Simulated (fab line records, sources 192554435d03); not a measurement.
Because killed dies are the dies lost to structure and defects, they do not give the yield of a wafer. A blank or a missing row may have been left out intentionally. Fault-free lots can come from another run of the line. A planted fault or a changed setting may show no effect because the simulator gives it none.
2 desks looking at one fault | flow n5_finfet | what lay behind the numbers comes last; until then each desk has only its own

THE TOOL OWNER'S DESK: pecvd-01
The tool's own readings at N5_BEOL_M10_DEP_56 (deposits SiCN from 3MS/NH3, target thk 15 nm, time 26.5 s): means of the sampled wafers that have a number, for each lot that ran on this tool. Any lot whose mean is over 4 standard deviations away from the usual mean is out of limits and marked OUT; that distance is given in the brackets.
Columns: A = showerhead_plenum_p_Torr at N5_BEOL_M10_DEP_56, usual 3.659 Torr; B = throttle_valve_pct at N5_BEOL_M10_DEP_56, usual 9.2 %
lot  | first seen here | A     | B
L812 | day 14 15:47    | 3.667 | 9.6
L821 | day 17 09:10    | 3.662 | 9.4
L822 | day 17 14:52    | 3.658 | 9.5
This desk's finding: nothing out of limits on any of the 3 lots.

AT THE METROLOGY DESK
What the gauges read for every lot (on any tool): the sampled wafers with a number, averaged. Any lot whose mean is over 4 standard deviations away from the usual mean is out of limits and marked OUT; that distance is given in the brackets.
Columns: A = M10_THK at N5_BEOL_M10_THK_MEAS_53, usual 142.8 nm; B = M10_RS at N5_BEOL_M10_RS_MEAS_57, usual 0.1498 ohm/sq
lot  | first seen here | A     | B
L806 | day 13 04:56    | 141.8 | 0.1490
L812 | day 14 15:44    | 140.2 | 0.1506
L817 | day 16 01:19    | 143.8 | 0.1502
L821 | day 17 09:06    | 141.7 | 0.1517
L822 | day 17 14:48    | 139.1 | 0.1525
L823 | day 18 08:14    | 142.1 | 0.1519
This desk's finding: nothing out of limits on any of the 6 lots.

BROUGHT TOGETHER
Nothing out of limits was seen by the tool owner's desk.
At the metrology desk, nothing out of limits was observed.

WHAT THE SIMULATOR PUT IN
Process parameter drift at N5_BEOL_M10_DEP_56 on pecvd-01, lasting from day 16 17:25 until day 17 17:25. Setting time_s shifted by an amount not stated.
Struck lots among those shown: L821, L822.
